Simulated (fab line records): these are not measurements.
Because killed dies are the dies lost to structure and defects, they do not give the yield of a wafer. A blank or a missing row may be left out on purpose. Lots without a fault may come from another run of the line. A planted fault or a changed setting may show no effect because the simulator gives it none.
fab line records	flow n5Finfet
record: lots: 11	wafers: 33	lastDay: 16
route steps=1938 shown BEOL_M1@800 PASS1_CAP@1874 TV_LITHO@1886 PASSIVATION@1936
lots that met no fault: taken from a fault-free run of the same line
startH: hours from the record's opening day to when the first of the lot's shown wafers began	waitH: hours elapsed since this lot's preceding step	" repeats the value in the row above	L1.1+2: a row that stands for several wafers	- value missing, or start not given	* or withheld: withheld	< > ~ a bound
route shown NAME@n: a module of which the file shows steps, and the number in the route of the first	usual: the fault-free wafers' mean and standard deviation	same: alike in all rows	chamber/n: place in a boat	sites: each site's reading	_std_site: the values' standard deviation	_edge_site: outer sites' mean less inner sites'	radiusMm: for every site, how far away it sits from the centre of the wafer	mask NAME#n: copy n	behind: the most recent tool/chamber to have shaped the wafer	hold: why the lot was held/for how many hours/how that ended	device: the transistor (n, p or np) that didn't switch	end of line: at the end of the route, the tests of the same wafers	a step without rows: its recipe alone	killed: the dies lost at the first sort to structure and to defects; this is not the yield of the wafer	map: shows each die of a wafer: x if killed, . if not, _ if none is there
set.NAME: the setting as run; set.NAME@STEP: as run at that earlier step	model.NAME: the simulator's own value behind a step, which no gauge read
steps of the route over a sample of lots; a table a step, a row a wafer
services: from which hour (startH, from the record's first day; less than 0 if before it) a tool's chamber was out of use, for how many hours, and why
== steps ==
step: N5_BEOL_M1_TRENCH_ETCH_37
recipe: chemistry: C4F6/O2	targetDepthA: 552.07	target: SiOC	timeS: 29	ionEnergyEv: 250	pressureMtorr: 30	sourceW: 355	biasW: 185	Ar_flow_sccm: 300	C4F6_flow_sccm: 10	O2_flow_sccm: 10
usual: drypumpMotorCurrentA: 5.4/0.49	oes_o_777_au: 0.75/0.056	oesProductAu: 0.74/0.055	rfVppV: 662/7.8	showerheadPlenumPTorr: 2.80/0.097	throttleValvePct: 20.83/0.2
lot.wafer	tool	chamber	startH	waitH	drypumpMotorCurrentA	oes_o_777_au	oesProductAu	rfHoursCounterH	rfVppV	showerheadPlenumPTorr	throttleValvePct
L710.1	rieDiel-01	0	127.57	-	5.4	0.82	0.81	93	658	2.66	20.65
L710.4	"	1	"	"	4.7	0.72	0.73	173	668	2.96	21.12
L710.5	"	1	"	"	4.7	0.72	0.72	-	666	2.96	21.13
L711.2	rieDiel-06	0	130.67	-	5.5	0.72	0.75	145	679	2.86	21.20
L711.3	"	3	"	"	5.6	0.70	0.68	213	661	2.71	20.74
L711.6	"	2	"	"	5.0	0.77	0.76	-	651	2.75	20.83
L713.2	rieDiel-01	3	144.76	-	5.8	0.71	0.71	225	663	2.82	20.95
L713.3	"	1	"	"	4.7	0.72	0.71	179	667	2.96	21.14
L713.5	"	2	"	"	6.3	0.74	0.74	-	666	2.84	20.63
L714.2	rieDiel-06	1	151.74	-	5.0	0.80	0.79	135	652	2.74	20.84
L714.3	"	0	"	"	5.5	0.72	0.73	151	679	2.85	21.22
L714.4	"	2	"	"	5.0	0.75	0.75	145	651	2.75	20.88
L718.1	rieDiel-01	1	179.08	-	4.7	0.71	0.71	190	667	2.96	21.16
L718.5	"	2	"	"	6.3	0.74	0.73	-	666	2.83	20.65
L718.6	"	3	"	"	5.8	0.71	0.71	-	662	2.82	20.96
L722.1	rieDiel-06	1	200.78	-	4.9	0.78	0.76	150	651	2.74	20.86
L722.5	"	2	"	"	5.0	0.74	0.73	-	649	2.74	20.88
L722.6	"	3	"	"	5.6	0.68	0.67	-	661	2.70	20.78
L725.1	rieDiel-06	1	213.24	-	5.0	0.78	0.76	153	652	2.74	20.86
L725.2	"	2	"	"	5.0	0.73	0.74	164	650	2.74	20.90
L725.3	"	3	"	"	5.6	0.67	0.67	240	658	2.70	20.77
L726.2	rieDiel-06	0	228.31	-	5.5	0.70	0.72	171	676	2.85	21.26
L726.3	"	2	"	"	5.0	0.74	0.73	169	651	2.74	20.88
L726.4	"	3	"	"	5.6	0.67	0.67	244	660	2.69	20.80
L727.2	rieDiel-06	0	231.38	-	5.5	0.69	0.71	172	679	2.84	21.24
L727.3	"	3	"	"	5.6	0.67	0.65	245	661	2.69	20.80
L727.5	"	2	"	"	5.0	0.74	0.73	-	651	2.74	20.88
L729.1	rieDiel-02	0	237.23	-	5.3	0.85	0.85	64	670	3.00	20.54
L729.2	"	2	"	"	5.1	0.72	0.74	176	662	2.72	20.79
L729.5	"	2	"	"	5.1	0.72	0.74	-	661	2.72	20.79
L730.2	rieDiel-02	2	240.66	-	5.1	0.73	0.73	177	662	2.72	20.79
L730.3	"	3	"	"	5.9	0.78	0.76	158	669	2.85	20.82
L730.4	"	1	"	"	6.3	0.77	0.76	167	659	2.72	20.65
step: N5_PASSIVATION_PECVD_01
recipe: material: SiNx	targetThkA: 2000	tempC: 400	precursor: SiH4/NH3/N2	pressureTorr: 4.9	rfW: 1406	timeS: 43.2
usual: heaterPowerOuterW: 184/74	heaterPowerW: 395/120	showerheadPlenumPTorr: 8.67/0.09	throttleValvePct: 29.2/2.1
lot.wafer	tool	chamber	startH	waitH	heaterPowerOuterW	heaterPowerW	showerheadPlenumPTorr	throttleValvePct
L710.1	pecvd-01	2	264.33	0.0	225	438	8.60	29.5
L710.4	"	1	"	"	293	515	8.72	30.8
L710.5	"	2	"	"	226	449	8.59	30.0
L711.2	pecvd-03	1	264.48	0.0	303	673	8.76	26.0
L711.3	"	0	"	"	100	309	8.82	32.1
L711.6	"	1	"	"	307	702	8.74	25.8
L713.2	pecvd-02	1	279.04	0.0	92	234	8.58	28.2
L713.3	"	0	"	"	176	391	8.76	31.6
L713.5	"	1	"	"	103	234	8.61	28.3
L714.2	pecvd-02	2	286.23	0.0	95	261	8.56	27.4
L714.3	"	0	"	"	195	414	8.77	31.5
L714.4	"	2	"	"	101	265	8.58	27.5
L718.1	pecvd-03	2	311.52	0.0	263	419	8.57	26.2
L718.5	"	0	"	"	96	298	8.82	32.2
L718.6	"	2	"	"	262	442	8.58	26.3
L722.1	pecvd-02	1	333.01	0.0	97	239	8.60	28.3
L722.5	"	0	"	"	173	389	8.75	31.8
L722.6	"	1	"	"	104	256	8.62	28.0
L725.1	pecvd-01	1	340.50	0.0	290	509	8.72	30.8
L725.2	"	0	"	"	183	418	8.69	30.4
L725.3	"	2	"	"	254	479	8.58	29.7
L727.2	pecvd-02	2	364.25	0.0	97	255	8.56	27.7
L727.3	"	1	"	"	167	328	8.60	28.4
L727.5	"	0	"	"	192	403	8.76	31.9
L726.2	pecvd-03	1	364.39	0.0	330	718	8.77	25.9
L726.3	"	0	"	"	146	358	8.81	32.2
L726.4	"	1	"	"	188	532	8.78	26.0
L729.1	pecvd-01	0	365.18	0.0	182	431	8.69	30.1
L729.2	"	2	"	"	242	464	8.58	29.7
L729.5	"	2	"	"	235	474	8.60	29.7
L730.2	pecvd-03	1	372.23	0.0	319	689	8.74	25.8
L730.3	"	2	"	"	226	379	8.60	26.8
L730.4	"	2	"	"	243	400	8.58	26.3
step: N5_PASSIVATION_DESCUM_12
recipe: chemistry: O2	timeS: 7.9	sourcePowerW: 50	biasPowerW: 20	pressureMtorr: 20	rfFrequencyHz: 2.712e+07	tempC: 40	o2FlowSccm: 225
usual: drypumpMotorCurrentA: 5.5/0.49	oesProductAu: 0.76/0.092	rfVppV: 242.8/1.6	showerheadPlenumPTorr: 2.06/0.091	throttleValvePct: 20.36/0.2
lot.wafer	tool	chamber	startH	waitH	drypumpMotorCurrentA	oesProductAu	rfHoursCounterH	rfVppV	showerheadPlenumPTorr	throttleValvePct
L710.1	rieDiel-01	0	265.69	0.0	5.4	0.76	138	240.3	1.92	20.26
L710.4	"	1	"	"	4.7	0.69	221	245.3	2.15	20.67
L710.5	"	0	"	"	5.4	0.76	-	239.6	1.93	20.26
L711.2	rieDiel-01	0	266.41	0.0	5.4	0.76	138	240.0	1.93	20.26
L711.3	"	1	"	"	4.7	0.68	221	245.4	2.15	20.67
L711.6	"	2	"	"	6.3	0.71	-	243.0	2.08	20.35
L713.2	rieDiel-06	2	279.80	0.2	5.0	0.72	188	242.0	1.98	20.38
L713.3	"	0	"	"	5.5	0.71	189	241.7	2.07	20.73
L713.5	"	2	"	"	5.0	0.72	-	243.2	1.98	20.37
L714.2	rieDiel-02	0	291.06	0.1	5.2	0.83	79	245.3	2.21	20.17
L714.3	"	3	"	"	5.9	0.74	173	242.9	2.09	20.43
L714.4	"	1	"	"	6.3	0.75	181	242.9	2.00	20.29
L718.1	rieDiel-01	1	312.90	0.2	4.7	0.66	237	245.1	2.15	20.69
L718.5	"	3	"	"	5.7	0.95	-	243.4	2.05	20.08
L718.6	"	0	"	"	5.4	0.74	-	240.4	1.92	20.27
L722.1	rieDiel-06	2	333.68	0.0	5.0	0.71	204	243.8	1.98	20.40
L722.5	"	0	"	"	5.5	0.70	-	244.1	2.06	20.76
L722.6	"	3	"	"	5.6	0.92	-	246.3	2.23	20.06
L725.1	rieDiel-02	2	341.23	0.0	5.0	0.72	209	241.0	1.97	20.35
L725.2	"	3	"	"	5.9	0.73	188	242.9	2.08	20.44
L725.3	"	1	"	"	6.3	0.74	198	241.8	1.99	20.32
L726.2	rieDiel-06	2	365.09	0.0	5.0	0.71	213	242.8	1.98	20.41
L726.3	"	1	"	"	4.9	0.72	205	241.5	1.99	20.53
L726.4	"	3	"	"	5.6	0.90	25	246.0	2.23	20.08
L727.2	rieDiel-01	2	365.45	0.1	6.3	0.68	219	242.5	2.07	20.41
L727.3	"	0	"	"	5.4	0.73	170	242.0	1.91	20.29
L727.5	"	0	"	"	5.4	0.72	-	240.6	1.91	20.30
L729.1	rieDiel-02	3	369.49	0.2	5.9	0.72	196	241.8	2.08	20.47
L729.2	"	0	"	"	5.2	0.80	105	245.2	2.20	20.22
L729.5	"	3	"	"	5.9	0.72	-	243.2	2.08	20.47
L730.2	rieDiel-06	0	372.89	0.1	5.5	0.68	217	243.2	2.06	20.77
L730.3	"	1	"	"	5.0	0.71	207	241.8	1.99	20.54
L730.4	"	2	"	"	5.0	0.70	215	240.0	1.98	20.43
step: N5_PASSIVATION_PROBE_49
usual: defectLimitedYield: 91.2/1.4	killed_at_M0_to_M3: 35/11	killed_at_M4_up: 12/4.2	killedAtContacts: 13/5.6	killedAtFrontEnd: 40/12	killedAtOther: 3.3/2.6	killedDies: 103/17	killedOpen: 68/12	killedShort: 34/7.6	sort_bin_5_function: 5.1/0.95	sort_bin_6_memory: 3.3/0.68	sortNPass: 1077/17	sortYieldPct: 91.2/1.4
same: grossDies: 1180	killedAtBackSide: 0	sort_bin_4_leakage[%]: 0	sort_bin_8_speed[%]: 0
lot.wafer	tool	chamber	startH	waitH	defectLimitedYield[%]	killed_at_M0_to_M3	killed_at_M4_up	killedAtContacts	killedAtFrontEnd	killedAtOther	killedDies	killedOpen	killedShort	sort_bin_5_function[%]	sort_bin_6_memory[%]	sortNPass	sortYieldPct[%]
L718.1	prober-01	-	319.35	0.0	84.7	121	25	7	24	4	181	64	31	9.9	4.1	999	84.7
L718.5	prober-01	-	319.55	0.2	85.5	102	10	18	39	2	171	63	30	9.5	3.7	1009	85.5
L718.6	prober-01	-	319.60	0.3	83.4	127	12	11	46	0	196	59	34	9.7	5.1	984	83.4
killed by level:class
L718.1 BEOL_M1:unspecified=86 BEOL_M4:geometricParticle:open=14 BEOL_M0_SAQP:geometricParticle:short=9 BEOL_M3:geometricParticle:open=8 MOL_CONTACT_COAG:geometricParticle:open=6 FIN_SAQP:geometricParticle:short=5 BEOL_M0_SAQP:geometricParticle:open=5 BEOL_M1:geometricParticle:open=5
L718.5 BEOL_M1:unspecified=78 MOL_CONTACT_COAG:geometricParticle:open=16 FIN_SAQP:geometricParticle:open=11 FIN_SAQP:geometricParticle:short=8 BEOL_M4:geometricParticle:open=7 BEOL_M3:geometricParticle:open=6 GATE_CUT:geometricParticle:short=5 BEOL_M0_SAQP:geometricParticle:open=5
L718.6 BEOL_M1:unspecified=103 STI_FIN_REVEAL:geometricParticle:open=10 MOL_CONTACT_COAG:geometricParticle:open=9 BEOL_M4:geometricParticle:open=9 FIN_SAQP:geometricParticle:short=8 DUMMY_GATE:geometricParticle:open=7 BEOL_M3:geometricParticle:open=5 ILD0:geometricParticle:short=4
== services ==
tool	chamber	startH	hours	kind
rieDiel-02	0	104.59	9.6	repair
rieDiel-02	3	125.78	8.9	repair
pecvd-01	-	160.29	28.1	pm
rieDiel-06	0	161.86	8.2	repair
rieDiel-01	2	235.65	2.4	repair
rieDiel-01	3	236.99	5.4	repair
rieDiel-01	3	242.70	-	clean
rieDiel-01	3	242.70	-	consumableReplace:esc
rieDiel-01	3	242.70	-	consumableReplace:focusRing
rieDiel-01	3	242.70	18.6	scheduledDown
rieDiel-01	3	242.70	18.6	ventCycle
rieDiel-06	3	247.21	-	clean
rieDiel-06	3	247.21	-	consumableReplace:focusRing
rieDiel-06	3	247.21	-	consumableReplace:showerhead
rieDiel-06	3	247.21	23.3	scheduledDown
rieDiel-06	3	247.21	23.3	ventCycle
rieDiel-01	0	277.94	1.8	repair
rieDiel-01	3	279.67	7.2	repair
rieDiel-02	3	292.71	8.2	repair
rieDiel-02	2	316.58	4.0	repair
pecvd-03	-	329.53	5.4	repair
rieDiel-01	1	360.02	-	clean
rieDiel-01	1	360.02	-	consumableReplace:focusRing
rieDiel-01	1	360.02	20.2	scheduledDown
== key ==
firstSign: step: N5_PASSIVATION_PROBE_49	reading: killed_at_M0_to_M3	direction: up	sigmas: 7.4	usual: 35	struck: 117
effect: step: N5_PASSIVATION_PROBE_49	reading: defectLimitedYield	direction: down	sigmas: 4.7	usual: 91.2	struck: 84.5
moreKillsBornAt: N5_BEOL_M1_TRENCH_ETCH_37@rieDiel-01: 267
metAt N5_BEOL_M1_TRENCH_ETCH_37
struckLots L718
notActingAt N5_PASSIVATION_PECVD_01,N5_PASSIVATION_DESCUM_12
onsetBetween 144.76 179.08
fault: kind: chamberParticleSource	tool: rieDiel-01	chamber: -	onsetH: 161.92	steps: N5_BEOL_M1_TRENCH_ETCH_37	ratePerVisitCm2: 0.57747	untilTheNextWetClean: True
